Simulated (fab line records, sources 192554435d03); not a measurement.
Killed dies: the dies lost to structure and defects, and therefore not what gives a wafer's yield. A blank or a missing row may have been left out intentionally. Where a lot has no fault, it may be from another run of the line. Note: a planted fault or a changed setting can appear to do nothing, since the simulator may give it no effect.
Matching of chambers || flow n5_finfet || N5_FIN_SAQP_STRIP_55 on rie_diel-05 has 4 sister chambers
The step strips in N2/H2. 8 wafers are shown with their chamber, then 7 later ones without.

WAFERS PAIRED WITH THEIR CHAMBERS
{"wafer": "L074.2", "chamber": 1, "throttle_valve_pct (%)": 18.6, "drypump_motor_current_A (A)": 5.83}
{"wafer": "L079.2", "chamber": 2, "throttle_valve_pct (%)": 18.9, "drypump_motor_current_A (A)": 6.13}
{"wafer": "L079.6", "chamber": 0, "throttle_valve_pct (%)": 18.5, "drypump_motor_current_A (A)": 5.56}
{"wafer": "L081.2", "chamber": 2, "throttle_valve_pct (%)": 18.9, "drypump_motor_current_A (A)": 6.14}
{"wafer": "L081.3", "chamber": 1, "throttle_valve_pct (%)": 18.6, "drypump_motor_current_A (A)": 5.84}
{"wafer": "L081.5", "chamber": 3, "throttle_valve_pct (%)": 19.6, "drypump_motor_current_A (A)": 5.86}
{"wafer": "L091.3", "chamber": 3, "throttle_valve_pct (%)": 19.7, "drypump_motor_current_A (A)": 5.95}
{"wafer": "L091.4", "chamber": 0, "throttle_valve_pct (%)": 18.5, "drypump_motor_current_A (A)": 5.58}

WAFERS WITHOUT THEIR CHAMBER
{"wafer": "L091.6", "throttle_valve_pct (%)": 19.0, "drypump_motor_current_A (A)": 6.17}
{"wafer": "L093.1", "throttle_valve_pct (%)": 19.7, "drypump_motor_current_A (A)": 5.90}
{"wafer": "L093.2", "throttle_valve_pct (%)": 18.6, "drypump_motor_current_A (A)": 5.61}
{"wafer": "L093.4", "throttle_valve_pct (%)": 19.7, "drypump_motor_current_A (A)": 5.88}
{"wafer": "L096.3", "throttle_valve_pct (%)": 18.2, "drypump_motor_current_A (A)": 5.84}
{"wafer": "L096.5", "throttle_valve_pct (%)": 18.2, "drypump_motor_current_A (A)": 5.83}
{"wafer": "L096.6", "throttle_valve_pct (%)": 19.0, "drypump_motor_current_A (A)": 6.15}

CHAMBER TAKEN BY EACH
{"wafer": "L091.6", "from the rows above": 2, "in truth": 2}
{"wafer": "L093.1", "from the rows above": 3, "in truth": 3}
{"wafer": "L093.2", "from the rows above": 0, "in truth": 0}
{"wafer": "L093.4", "from the rows above": 3, "in truth": 3}
{"wafer": "L096.3", "from the rows above": "can't be placed: 1 or 0", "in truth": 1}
{"wafer": "L096.5", "from the rows above": "can't be placed: 1 or 0", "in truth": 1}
{"wafer": "L096.6", "from the rows above": 2, "in truth": 2}
5 of 7 placed correctly. Cannot be placed on the basis of these rows: 2; the candidates contain the true chamber in 2. Number placed wrongly: 0.
How it was worked out, from the rows above alone: a wafer's distance from a chamber is the root of the sum, over the readings, of the square of ((its reading less the chamber's mean) divided by the reading's scatter). If the next closest chamber is less than 2 further off than the closest, the wafer can't be placed; otherwise it belongs to the closest. Each chamber's mean is taken over the wafers shown for it. How the scatter is found: for the shown wafers, subtract from each reading the mean of its chamber, square and add these, divide the total by (wafers less chambers), then take the root.
